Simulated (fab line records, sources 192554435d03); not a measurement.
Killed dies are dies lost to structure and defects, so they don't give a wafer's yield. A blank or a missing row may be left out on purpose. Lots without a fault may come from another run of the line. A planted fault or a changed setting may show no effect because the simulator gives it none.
Split-lot experiment | flow n5_finfet | 7 lots, 21 wafers read, on a route of 1938 steps

THE SPLIT
At N5_GATE_CUT_EXPOSE_10 (exposes mask GATE CUT, target cd 20 nm), the setting dose_mj was moved away from the recipe's 43.25 on 6 of the 21 wafers read, by -2.2% to +5.8%. The other wafers ran this setting at the recipe's value.

FROM THE SPLIT TO THE READING: what the file shows between them, 8 steps
- N5_GATE_CUT_PEB_11: peb time 60 s
- N5_GATE_CUT_DEVELOP_12: develop time 30 s
- N5_GATE_CUT_DESCUM_18: chemistry O2, time 7 s
- N5_GATE_CUT_ETCH_28: etches underlayer in N2/H2, target depth 13 nm, time 10.4 s
- N5_GATE_CUT_ETCH_36: etches SiARC in CF4, target depth 13 nm, time 21.7 s
- N5_GATE_CUT_ETCH_37: etches SOC in N2/H2, target depth 60 nm, overetch 12 nm, time 90 s
- N5_GATE_CUT_STRIP_38: strips in N2/H2
- N5_GATE_CUT_STRIP_39: strips in N2/H2

THE READING
GATE_CUT.cd_nm (the simulator's own value, which no gauge read), in nm, at N5_GATE_CUT_HM_OPEN_40 (chemistry C4F6/O2, target SiO2, target depth 139 nm, time 85.1 s). The file gives no usual value for it. The 15 wafers here that ran the recipe average 20.0 nm, standard deviation 0.21 nm.

wafer  | tool, chamber at the split | dose_mj as run | against the recipe | GATE_CUT.cd_nm, nm | against lot-mates on the recipe
L075.1 | euv_scanner-02, 0          | 42.31          | -2.2%              | 19.8               | -0.6
L075.2 | euv_scanner-02, 0          | 43.25          | recipe             | 20.4               | -
L075.5 | euv_scanner-02, 0          | 42.31          | -2.2%              | 20                 | -0.4
L078.1 | euv_scanner-01, 0          | 43.25          | recipe             | 20                 | -
L078.2 | euv_scanner-01, 0          | 43.25          | recipe             | 20                 | -
L078.5 | euv_scanner-01, 0          | 43.25          | recipe             | 20.2               | -
L079.2 | euv_scanner-01, 0          | 45.75          | +5.8%              | 21.2               | +1.2
L079.3 | euv_scanner-01, 0          | 45.75          | +5.8%              | 21.2               | +1.2
L079.4 | euv_scanner-01, 0          | 43.25          | recipe             | 20                 | -
L085.1 | euv_scanner-01, 0          | 43.25          | recipe             | 19.8               | -
L085.5 | euv_scanner-01, 0          | 44.84          | +3.7%              | 20.8               | +1.0
L085.6 | euv_scanner-01, 0          | 44.84          | +3.7%              | 21                 | +1.2
L090.2 | euv_scanner-02, 0          | 43.25          | recipe             | 19.8               | -
L090.5 | euv_scanner-02, 0          | 43.25          | recipe             | 20                 | -
L090.6 | euv_scanner-02, 0          | 43.25          | recipe             | 19.6               | -
L096.1 | euv_scanner-02, 0          | 43.25          | recipe             | 20.2               | -
L096.4 | euv_scanner-02, 0          | 43.25          | recipe             | 20.2               | -
L096.6 | euv_scanner-02, 0          | 43.25          | recipe             | 20                 | -
L097.1 | euv_scanner-02, 0          | 43.25          | recipe             | 20                 | -
L097.2 | euv_scanner-02, 0          | 43.25          | recipe             | 20                 | -
L097.4 | euv_scanner-02, 0          | 43.25          | recipe             | 19.6               | -

THE FIT
A straight line over all 21 wafers: GATE_CUT.cd_nm changes by +0.196 nm for each +1% of dose_mj; r = +0.89; the points scatter about the line by 0.23 nm.
The same after taking each lot's own level away (the mean of its wafers on the recipe; 21 wafers): +0.232 nm for each +1%; r = +0.96; scatter 0.15 nm.
On that fit, the largest move of dose_mj shifts the reading by 1.3 nm.
The lots' own levels span 19.80 to 20.40 nm, that is 2.8 times the standard deviation above.
So the lot-to-lot level changes the slope: the two fits differ.
Check: with one of the wafers moved furthest among these (+5.8%) left out of the fit, the line predicts +1.43 nm for it against its lot-mates. It came out at +1.2 nm against them.

THE WHOLE CHAIN: every reading that the file lists as answering this split, in the file's order
step                   | what it does                                                       | reading                                                         | change (the file's fit)               | r (the file's)
N5_GATE_CUT_DESCUM_18  | chemistry O2, time 7 s                                             | GATE_CUT.cd_nm (the simulator's own value, which no gauge read) | +0.179 nm for each +1% of the setting | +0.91
N5_GATE_CUT_ETCH_36    | etches SiARC in CF4, target depth 13 nm, time 21.7 s               | GATE_CUT.cd_nm (the simulator's own value, which no gauge read) | +0.204 nm for each +1% of the setting | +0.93
N5_GATE_CUT_ETCH_37    | etches SOC in N2/H2, target depth 60 nm, overetch 12 nm, time 90 s | GATE_CUT.cd_nm (the simulator's own value, which no gauge read) | +0.193 nm for each +1% of the setting | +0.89
N5_GATE_CUT_HM_OPEN_40 | chemistry C4F6/O2, target SiO2, target depth 139 nm, time 85.1 s   | GATE_CUT.cd_nm (the simulator's own value, which no gauge read) | +0.234 nm for each +1% of the setting | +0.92

THE FILE'S OWN FIT
GATE_CUT.cd_nm changes by +0.234 nm for each +1% of dose_mj, r = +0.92.
